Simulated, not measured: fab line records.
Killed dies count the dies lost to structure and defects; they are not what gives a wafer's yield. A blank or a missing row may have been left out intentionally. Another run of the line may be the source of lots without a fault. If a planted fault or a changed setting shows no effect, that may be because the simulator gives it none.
Chamber matching + flow nand_harc + pecvd-02 running NHARC_P_CONTACT_DEP_30: 3 sister chambers
The step deposits SiNx, target thk 30 nm. 5 wafers are shown with their chamber, then 7 later ones without.

WAFERS, EACH WITH ITS CHAMBER
| wafer  | chamber | heater_power_w (W) |
|--------|---------|--------------------|
| L088.5 | 2       | 764                |
| L092.4 | 0       | 711                |
| L092.6 | 1       | 607                |
| L093.1 | 1       | 679                |
| L093.3 | 0       | 627                |

WAFERS WITH NO CHAMBER GIVEN
| wafer  | heater_power_w (W) |
|--------|--------------------|
| L093.4 | 895                |
| L095.1 | 783                |
| L095.5 | 609                |
| L095.6 | 630                |
| L096.1 | 649                |
| L096.2 | 666                |
| L096.4 | 669                |

EACH ONE'S CHAMBER
| wafer  | from the rows above          | in truth |
|--------|------------------------------|----------|
| L093.4 | can't be placed: 2 or 0      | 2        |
| L095.1 | can't be placed: 2 or 0      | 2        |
| L095.5 | can't be placed: 1 or 0      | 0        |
| L095.6 | can't be placed: 1 or 0      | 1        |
| L096.1 | can't be placed: 1 or 0 or 2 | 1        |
| L096.2 | can't be placed: 0 or 1 or 2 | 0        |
| L096.4 | can't be placed: 0 or 1 or 2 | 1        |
Placed correctly: 0 of 7. Unplaceable from these rows: 7, with the true chamber sitting among the candidates in 7. 0 placed wrongly.
How it was worked out, from the rows above alone: a wafer's distance from a chamber is the root of the sum, over the readings, of the square of ((its reading less the chamber's mean) divided by the reading's scatter). If the next closest chamber is less than 2 further off than the closest, the wafer can't be placed; otherwise it belongs to the closest. For every chamber, the mean is computed from those of its wafers that are shown. The scatter: take each reading less its chamber's mean, square it, sum over the shown wafers, divide by the number of wafers less the number of chambers, and take the root.
